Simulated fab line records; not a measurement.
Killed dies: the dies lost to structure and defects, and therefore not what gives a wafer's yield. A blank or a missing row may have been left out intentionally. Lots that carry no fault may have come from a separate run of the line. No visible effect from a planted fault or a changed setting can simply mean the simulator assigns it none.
Matching of chambers || flow n5-finfet || 4 sister chambers for N5_BEOL_M15_ETCH_57 on rie-diel-03
The step etches SOC in N2/H2, time 750 s. 20 wafers are shown with their chamber, then 10 later ones without.

## WAFERS PAIRED WITH THEIR CHAMBERS
{"wafer": "L076.1", "chamber": 3, "drypump-motor-current-A (A)": 6.3, "throttle-valve-pct (%)": 17.78, "showerhead-plenum-p-Torr (Torr)": 2.47}
{"wafer": "L076.4", "chamber": 0, "drypump-motor-current-A (A)": 4.9, "throttle-valve-pct (%)": 18.12, "showerhead-plenum-p-Torr (Torr)": 2.43}
{"wafer": "L076.6", "chamber": 0, "drypump-motor-current-A (A)": 4.9, "throttle-valve-pct (%)": 18.12, "showerhead-plenum-p-Torr (Torr)": 2.43}
{"wafer": "L075.2", "chamber": 3, "drypump-motor-current-A (A)": 6.3, "throttle-valve-pct (%)": 17.77, "showerhead-plenum-p-Torr (Torr)": 2.47}
{"wafer": "L075.4", "chamber": 0, "drypump-motor-current-A (A)": 4.9, "throttle-valve-pct (%)": 18.13, "showerhead-plenum-p-Torr (Torr)": 2.43}
{"wafer": "L075.6", "chamber": 2, "drypump-motor-current-A (A)": 6.2, "throttle-valve-pct (%)": 17.36, "showerhead-plenum-p-Torr (Torr)": 2.60}
{"wafer": "L082.1", "chamber": 2, "drypump-motor-current-A (A)": 6.2, "throttle-valve-pct (%)": 17.35, "showerhead-plenum-p-Torr (Torr)": 2.59}
{"wafer": "L082.4", "chamber": 3, "drypump-motor-current-A (A)": 6.3, "throttle-valve-pct (%)": 17.79, "showerhead-plenum-p-Torr (Torr)": 2.47}
{"wafer": "L082.5", "chamber": 3, "drypump-motor-current-A (A)": 6.3, "throttle-valve-pct (%)": 17.78, "showerhead-plenum-p-Torr (Torr)": 2.47}
{"wafer": "L079.2", "chamber": 2, "drypump-motor-current-A (A)": 6.1, "throttle-valve-pct (%)": 17.36, "showerhead-plenum-p-Torr (Torr)": 2.59}
{"wafer": "L079.3", "chamber": 1, "drypump-motor-current-A (A)": 6.0, "throttle-valve-pct (%)": 18.05, "showerhead-plenum-p-Torr (Torr)": 2.52}
{"wafer": "L079.5", "chamber": 3, "drypump-motor-current-A (A)": 6.3, "throttle-valve-pct (%)": 17.79, "showerhead-plenum-p-Torr (Torr)": 2.47}
{"wafer": "L081.1", "chamber": 2, "drypump-motor-current-A (A)": 6.2, "throttle-valve-pct (%)": 17.34, "showerhead-plenum-p-Torr (Torr)": 2.59}
{"wafer": "L081.2", "chamber": 1, "drypump-motor-current-A (A)": 6.0, "throttle-valve-pct (%)": 18.04, "showerhead-plenum-p-Torr (Torr)": 2.52}
{"wafer": "L081.6", "chamber": 3, "drypump-motor-current-A (A)": 6.3, "throttle-valve-pct (%)": 17.79, "showerhead-plenum-p-Torr (Torr)": 2.46}
{"wafer": "L085.2", "chamber": 2, "drypump-motor-current-A (A)": 6.2, "throttle-valve-pct (%)": 17.38, "showerhead-plenum-p-Torr (Torr)": 2.59}
{"wafer": "L085.5", "chamber": 1, "drypump-motor-current-A (A)": 6.0, "throttle-valve-pct (%)": 18.05, "showerhead-plenum-p-Torr (Torr)": 2.51}
{"wafer": "L085.6", "chamber": 0, "drypump-motor-current-A (A)": 4.9, "throttle-valve-pct (%)": 18.14, "showerhead-plenum-p-Torr (Torr)": 2.42}
{"wafer": "L084.2", "chamber": 3, "drypump-motor-current-A (A)": 6.3, "throttle-valve-pct (%)": 17.81, "showerhead-plenum-p-Torr (Torr)": 2.46}
{"wafer": "L084.5", "chamber": 2, "drypump-motor-current-A (A)": 6.1, "throttle-valve-pct (%)": 17.39, "showerhead-plenum-p-Torr (Torr)": 2.59}

SIGNATURES, as means of the wafers listed above
{"reading": "drypump-motor-current-A", "chamber 0": 4.900, "chamber 1": 6.000, "chamber 2": 6.167, "chamber 3": 6.300, "scatter within a chamber": 0.0289}
{"reading": "throttle-valve-pct", "chamber 0": 18.1275, "chamber 1": 18.0467, "chamber 2": 17.3633, "chamber 3": 17.7871, "scatter within a chamber": 0.0137}
{"reading": "showerhead-plenum-p-Torr", "chamber 0": 2.4275, "chamber 1": 2.5167, "chamber 2": 2.5917, "chamber 3": 2.4671, "scatter within a chamber": 0.00479}
Rule: a wafer lies at a distance from a chamber equal to the root of the sum of squares, over the readings, of (its reading less the chamber's mean, divided by the reading's scatter). The wafer belongs to the nearest chamber; if the next one is less than 2 further off, it can't be placed. How the scatter is found: for the shown wafers, subtract from each reading the mean of its chamber, square and add these, divide the total by (wafers less chambers), then take the root.

## WAFERS WITH NO CHAMBER GIVEN
{"wafer": "L084.6", "drypump-motor-current-A (A)": 6.3, "throttle-valve-pct (%)": 17.82, "showerhead-plenum-p-Torr (Torr)": 2.46}
{"wafer": "L092.3", "drypump-motor-current-A (A)": 6.2, "throttle-valve-pct (%)": 17.41, "showerhead-plenum-p-Torr (Torr)": 2.58}
{"wafer": "L092.5", "drypump-motor-current-A (A)": 6.0, "throttle-valve-pct (%)": 18.08, "showerhead-plenum-p-Torr (Torr)": 2.51}
{"wafer": "L092.6", "drypump-motor-current-A (A)": 6.2, "throttle-valve-pct (%)": 17.39, "showerhead-plenum-p-Torr (Torr)": 2.58}
{"wafer": "L094.3", "drypump-motor-current-A (A)": 6.0, "throttle-valve-pct (%)": 18.09, "showerhead-plenum-p-Torr (Torr)": 2.50}
{"wafer": "L094.5", "drypump-motor-current-A (A)": 6.3, "throttle-valve-pct (%)": 17.86, "showerhead-plenum-p-Torr (Torr)": 2.45}
{"wafer": "L094.6", "drypump-motor-current-A (A)": 6.2, "throttle-valve-pct (%)": 17.42, "showerhead-plenum-p-Torr (Torr)": 2.58}
{"wafer": "L096.1", "drypump-motor-current-A (A)": 6.3, "throttle-valve-pct (%)": 17.86, "showerhead-plenum-p-Torr (Torr)": 2.45}
{"wafer": "L096.2", "drypump-motor-current-A (A)": 6.1, "throttle-valve-pct (%)": 17.40, "showerhead-plenum-p-Torr (Torr)": 2.58}
{"wafer": "L096.5", "drypump-motor-current-A (A)": 6.0, "throttle-valve-pct (%)": 18.09, "showerhead-plenum-p-Torr (Torr)": 2.50}

## WHICH CHAMBER EACH ONE RAN IN
{"wafer": "L084.6", "from the rows above": 3, "in truth": 3}
{"wafer": "L092.3", "from the rows above": 2, "in truth": 2}
{"wafer": "L092.5", "from the rows above": 1, "in truth": 1}
{"wafer": "L092.6", "from the rows above": 2, "in truth": 2}
{"wafer": "L094.3", "from the rows above": 1, "in truth": 1}
{"wafer": "L094.5", "from the rows above": 3, "in truth": 3}
{"wafer": "L094.6", "from the rows above": 2, "in truth": 2}
{"wafer": "L096.1", "from the rows above": 3, "in truth": 3}
{"wafer": "L096.2", "from the rows above": 2, "in truth": 2}
{"wafer": "L096.5", "from the rows above": 1, "in truth": 1}
Correct placement for 10 of the 10. Number that these rows cannot place: 0. Wrongly placed: 0.
